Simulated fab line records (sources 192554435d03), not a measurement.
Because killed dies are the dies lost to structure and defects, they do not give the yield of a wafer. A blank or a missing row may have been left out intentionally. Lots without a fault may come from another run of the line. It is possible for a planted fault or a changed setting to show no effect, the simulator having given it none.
fab line records	flow n5-finfet
record: lots: 7	wafers: 39
route steps=1938 shown DUMMY_GATE@243 HKMG_FIN@402
start-h: hours from the record's opening day to when the first of the lot's shown wafers began	wait-h: hours since the lot's step before	" repeats the value in the row above	L1.1+2: a row that stands for several wafers	- no value present, or no start provided	* or withheld: withheld	< > ~ a bound
route shown NAME@n: a module of which the file shows steps, and the number in the route of the first	usual: mean and standard deviation over wafers with no fault	same: alike in all rows	chamber/n: place in a boat	sites: the reading at each site	_std_site: standard deviation across them	_edge_site: outer sites' mean less inner sites'	radius-mm: how far each site lies from the wafer's centre	mask NAME#n: copy n	behind: the tool/chamber that last shaped the wafer	hold: why the lot went on hold/how many hours it stayed there/how the hold came to an end	device: the n, p or np transistor that did not switch	end of line: the route-end tests of the same wafers	for a step that has no rows: nothing shown but its recipe	killed: dies lost to structure and defects at the first sort, not the wafer's yield	map: dies across one wafer; x = killed, . = not, _ = none there
set.NAME: the setting that was run; set.NAME@STEP: the one run at that earlier step	model.NAME: the simulator's own value behind a step, which no gauge read
one table per step and one row per wafer, for lots whose settings were changed on purpose
== steps ==
step: N5_DUMMY_GATE_ETCH_31
recipe: chemistry: C4F6/O2	target: SiO2	mask-material: SOC	target-depth-a: 825	time-s: 27.5	ion-energy-ev: 250	pressure-mtorr: 30	source-w: 345	bias-w: 185	Ar_flow_sccm: 300	C4F6_flow_sccm: 10	O2_flow_sccm: 10
lot.wafer	tool	chamber	start-h	wait-h	set.target-depth-a	model.etch.depth-nm	model.SOC_of_DUMMY_GATE_COAT_34.thk-nm
L077.1	rie-diel-05	0	65.76	0.0	825	81.54	51.8
L077.2	"	1	"	"	825	82.19	51.8
L077.3	"	3	"	"	825	82.13	51.8
L083.1	rie-diel-05	0	106.71	0.3	825	82.96	51.2
L083.2	"	2	"	"	825	83.69	51.2
L083.3	"	3	"	"	825	84.22	51.2
L083.4	"	1	"	"	825	82.66	51.2
L083.5	"	0	"	"	825	82.47	51.6
L083.6	"	3	"	"	825	83.54	51.4
L087.1	rie-diel-05	0	126.44	0.2	885.1	88.56	51
L087.2	"	3	"	"	885.1	89.42	51
L087.3	"	2	"	"	885.1	89.12	51
L087.4	"	1	"	"	825	82.69	51.8
L087.5	"	0	"	"	825	81.97	51.8
L087.6	"	1	"	"	825	82.25	51.8
L088.1	rie-diel-04	1	132.49	0.0	825	83.83	51.8
L088.2	"	2	"	"	901.2	86.84	51.6
L088.3	"	0	"	"	901.2	89.07	51.2
L088.4	"	3	"	"	901.2	89.37	51.2
L088.5	"	0	"	"	825	82.2	51.8
L088.6	"	3	"	"	825	81.73	52
L089.1	rie-diel-04	0	138.70	0.0	825	81.91	51.8
L089.2	"	3	"	"	825	82.65	52
L089.3	"	1	"	"	825	84.28	51.8
L089.4	"	2	"	"	825	79.91	52.2
L089.5	"	1	"	"	825	84.54	51.8
L089.6	"	0	"	"	825	82.37	51.8
L094.1	rie-diel-03	3	171.49	0.0	825	81.18	51.8
L094.2	"	2	"	"	728	72.66	52.8
L094.3	"	1	"	"	825	83.34	51.8
L094.4	"	0	"	"	728	72.52	52.8
L094.5	"	2	"	"	825	83.13	51.8
L094.6	"	3	"	"	728	71.75	52.8
L095.1	rie-diel-04	3	175.82	0.1	825	82.85	51.6
L095.2	"	0	"	"	825	81.78	51.6
L095.3	"	1	"	"	825	84.31	51.6
L095.4	"	2	"	"	825	79.83	52
L095.5	"	1	"	"	825	84.8	51.6
L095.6	"	2	"	"	825	79.3	52.2
step: N5_DUMMY_GATE_ETCH_32
recipe: chemistry: CF4	target: SiO2	target-depth-a: 35	time-s: 3.9	ion-energy-ev: 350	pressure-mtorr: 10	icp-w: 800	bias-w: 400	cf4-flow-sccm: 80
lot.wafer	tool	chamber	start-h	wait-h	set.time-s	model.etch.depth-nm
L077.1	rie-si-03	2	66.01	0.1	3.9	3.527
L077.2	"	3	"	"	3.9	3.447
L077.3	"	0	"	"	3.9	3.467
L083.1	rie-si-05	2	106.96	0.1	3.9	3.601
L083.2	"	3	"	"	3.36	2.988
L083.3	"	1	"	"	3.9	3.61
L083.4	"	0	"	"	3.36	3.071
L083.5	"	0	"	"	3.9	3.529
L083.6	"	1	"	"	3.36	3.12
L087.1	rie-si-03	3	126.69	0.1	4.671	4.16
L087.2	"	0	"	"	4.671	4.127
L087.3	"	2	"	"	3.9	3.527
L087.4	"	1	"	"	4.671	4.207
L087.5	"	1	"	"	3.9	3.498
L087.6	"	0	"	"	3.9	3.432
L088.1	rie-si-03	2	132.73	0.1	4.752	4.287
L088.2	"	0	"	"	3.9	3.452
L088.3	"	1	"	"	3.9	3.509
L088.4	"	3	"	"	4.752	4.2
L088.5	"	2	"	"	4.752	4.267
L088.6	"	3	"	"	3.9	3.465
L089.1	rie-si-03	3	138.95	0.1	3.9	3.472
L089.2	"	1	"	"	3.627	3.277
L089.3	"	0	"	"	3.627	3.225
L089.4	"	2	"	"	3.627	3.291
L089.5	"	2	"	"	3.9	3.541
L089.6	"	1	"	"	3.9	3.552
L094.1	rie-si-05	2	171.73	0.1	3.005	2.774
L094.2	"	3	"	"	3.005	2.688
L094.3	"	0	"	"	3.9	3.545
L094.4	"	1	"	"	3.9	3.614
L094.5	"	0	"	"	3.9	3.579
L094.6	"	3	"	"	3.005	2.681
L095.1	rie-si-05	1	176.06	0.1	3.9	3.615
L095.2	"	2	"	"	3.9	3.606
L095.3	"	3	"	"	4.643	4.165
L095.4	"	0	"	"	4.643	4.229
L095.5	"	3	"	"	3.9	3.482
L095.6	"	0	"	"	4.643	4.248
step: N5_HKMG_FIN_ETCH_54
recipe: chemistry: CF4	target: SiARC	target-depth-a: 455	mask-material: CAR-ArF	time-s: 75.8	ion-energy-ev: 80	pressure-mtorr: 40	source-w: 545	bias-w: 36	Ar_flow_sccm: 100	cf4-flow-sccm: 100	ends: cleared
usual: rf-vpp-V: 184.6/0.89
lot.wafer	tool	chamber	start-h	wait-h	set.bias-w	rf-vpp-V
L077.1	rie-diel-02	2	90.75	0.0	36	183.9
L077.2	"	3	"	"	36	185.2
L077.3	"	3	"	"	36	184.1
L083.1	rie-diel-02	2	131.30	0.0	36	184.0
L083.2	"	0	"	"	36	185.9
L083.3	"	1	"	"	36	184.7
L083.4	"	3	"	"	41.72	203.3
L083.5	"	3	"	"	41.72	201.9
L083.6	"	2	"	"	41.72	203.1
L087.1	rie-diel-02	1	153.33	0.0	36	186.2
L087.2	"	3	"	"	38.99	194.5
L087.3	"	0	"	"	36	184.4
L087.4	"	2	"	"	38.99	194.6
L087.5	"	2	"	"	36	185.5
L087.6	"	1	"	"	38.99	194.3
L088.1	rie-diel-06	2	156.18	0.0	36	185.5
L088.2	"	1	"	"	36	186.8
L088.3	"	3	"	"	31.37	168.2
L088.4	"	0	"	"	36	185.5
L088.5	"	1	"	"	31.37	169.1
L088.6	"	2	"	"	31.37	169.3
L089.1	rie-diel-06	0	163.76	0.0	36	184.5
L089.2	"	1	"	"	36	185.0
L089.3	"	2	"	"	33.59	177.7
L089.4	"	3	"	"	33.59	176.6
L089.5	"	3	"	"	36	182.7
L089.6	"	0	"	"	33.59	176.3
L094.1	rie-diel-06	2	197.37	0.0	36	186.0
L094.2	"	3	"	"	42.77	205.0
L094.3	"	1	"	"	42.77	206.4
L094.4	"	0	"	"	36	184.8
L094.5	"	0	"	"	42.77	206.7
L094.6	"	1	"	"	36	184.6
L095.1	rie-diel-06	1	200.84	0.0	36	185.6
L095.2	"	3	"	"	36	183.2
L095.3	"	0	"	"	36	184.5
L095.4	"	0	"	"	36	185.4
L095.5	"	3	"	"	36	184.6
L095.6	"	1	"	"	36	184.5
step: N5_HKMG_FIN_ETCH_31
recipe: chemistry: CF4	target: SiARC	target-depth-a: 455	mask-material: CAR-ArF	time-s: 75.8	ion-energy-ev: 80	pressure-mtorr: 40	source-w: 545	bias-w: 36	Ar_flow_sccm: 100	cf4-flow-sccm: 100	ends: cleared
usual: rf-vpp-V: 184.6/0.98
lot.wafer	tool	chamber	start-h	wait-h	set.bias-w	rf-vpp-V
L077.1	rie-diel-01	3	94.76	0.0	36	184.0
L077.2	"	2	"	"	36	183.3
L077.3	"	1	"	"	36	184.5
L083.1	rie-diel-02	3	135.66	0.0	36	183.2
L083.2	"	1	"	"	31.01	167.7
L083.3	"	2	"	"	36	185.1
L083.4	"	0	"	"	31.01	168.7
L083.5	"	1	"	"	36	185.2
L083.6	"	0	"	"	31.01	167.8
L087.1	rie-diel-06	1	156.96	0.0	29.72	163.5
L087.2	"	2	"	"	29.72	163.4
L087.3	"	0	"	"	36	183.7
L087.4	"	3	"	"	36	185.4
L087.5	"	3	"	"	36	184.1
L087.6	"	2	"	"	29.72	163.0
L088.1	rie-diel-06	1	159.67	0.0	32.76	175.1
L088.2	"	2	"	"	36	184.1
L088.3	"	0	"	"	36	184.7
L088.4	"	3	"	"	36	182.5
L088.5	"	2	"	"	32.76	176.2
L088.6	"	1	"	"	32.76	175.4
L089.1	rie-diel-02	1	167.18	0.0	36	183.9
L089.2	"	3	"	"	36	184.1
L089.3	"	2	"	"	36	184.1
L089.4	"	0	"	"	36	184.5
L089.5	"	1	"	"	36	183.7
L089.6	"	0	"	"	36	185.1
L094.1	rie-diel-01	0	200.65	0.0	36	184.3
L094.2	"	3	"	"	36	185.0
L094.3	"	1	"	"	36	183.8
L094.4	"	2	"	"	36	183.2
L094.5	"	3	"	"	36	182.9
L094.6	"	0	"	"	36	185.3
L095.1	rie-diel-01	1	204.26	0.0	36	185.7
L095.2	"	2	"	"	41.36	200.6
L095.3	"	0	"	"	41.36	201.7
L095.4	"	3	"	"	36	184.5
L095.5	"	2	"	"	36	184.2
L095.6	"	3	"	"	41.36	200.8
== key ==
split: step: N5_DUMMY_GATE_ETCH_31	setting: target-depth-a	stated: 825	by: wafer
response: step: N5_DUMMY_GATE_ETCH_31	reading: model.etch.depth-nm	change: +0.807	per: 1%	r: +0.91
response: step: N5_DUMMY_GATE_ETCH_31	reading: model.SOC_of_DUMMY_GATE_COAT_34.thk-nm	change: -0.0814	per: 1%	r: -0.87
split: step: N5_DUMMY_GATE_ETCH_32	setting: time-s	stated: 3.9	by: wafer
response: step: N5_DUMMY_GATE_ETCH_32	reading: model.etch.depth-nm	change: +0.0358	per: 1%	r: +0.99
split: step: N5_HKMG_FIN_ETCH_54	setting: bias-w	stated: 36	by: wafer
response: step: N5_HKMG_FIN_ETCH_54	reading: rf-vpp-V	change: +1.15	per: 1%	r: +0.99
split: step: N5_HKMG_FIN_ETCH_31	setting: bias-w	stated: 36	by: wafer
response: step: N5_HKMG_FIN_ETCH_31	reading: rf-vpp-V	change: +1.14	per: 1%	r: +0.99
